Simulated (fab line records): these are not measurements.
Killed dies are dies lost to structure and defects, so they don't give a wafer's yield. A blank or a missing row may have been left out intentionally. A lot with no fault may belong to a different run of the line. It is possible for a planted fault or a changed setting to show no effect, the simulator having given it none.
Matching of chambers | flow nandHarc | NHARC_A_DECK1_JOINT_DEP_16 on pecvd-04: 3 sister chambers
The step deposits SiO2, target thk 45 nm. 6 wafers are shown with their chamber, then 8 later ones without.

== WAFERS PAIRED WITH THEIR CHAMBERS ==
wafer  | chamber | throttleValvePct (%) | heaterPowerW (W)
L505.2 | 1       | 16.4                 | 504
L508.4 | 2       | 15.8                 | 529
L508.6 | 1       | 16.4                 | 549
L515.4 | 0       | 15.6                 | 650
L515.5 | 2       | 15.1                 | 647
L516.3 | 0       | 15.6                 | 583

== WAFERS WITHOUT THEIR CHAMBER ==
wafer  | throttleValvePct (%) | heaterPowerW (W)
L516.4 | 16.0                 | 548
L516.6 | 15.2                 | 587
L517.1 | 16.3                 | 582
L517.3 | 15.3                 | 634
L517.6 | 16.0                 | 606
L518.1 | 16.0                 | 538
L518.2 | 15.2                 | 553
L518.6 | 14.9                 | 554

== THE CHAMBER EACH PASSED THROUGH ==
wafer  | from the rows above          | in truth
L516.4 | can't be placed: 1 or 0 or 2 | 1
L516.6 | can't be placed: 2 or 0      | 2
L517.1 | can't be placed: 1 or 0 or 2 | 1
L517.3 | can't be placed: 2 or 0      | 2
L517.6 | can't be placed: 0 or 2 or 1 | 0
L518.1 | can't be placed: 1 or 0 or 2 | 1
L518.2 | can't be placed: 2 or 0      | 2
L518.6 | can't be placed: 2 or 0      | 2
Correct placement for 0 of the 8. These rows do not allow placing 8 (true chamber among the candidates in 8). Wrongly placed: 0.
How it was worked out, from the rows above alone: a wafer's distance from a chamber is the root of the sum, over the readings, of the square of ((its reading less the chamber's mean) divided by the reading's scatter). The wafer belongs to the nearest chamber; if the next one is less than 2 further off, it can't be placed. A chamber's mean is the mean of its shown wafers. The scatter: take each reading less its chamber's mean, square it, sum over the shown wafers, divide by the number of wafers less the number of chambers, and take the root.
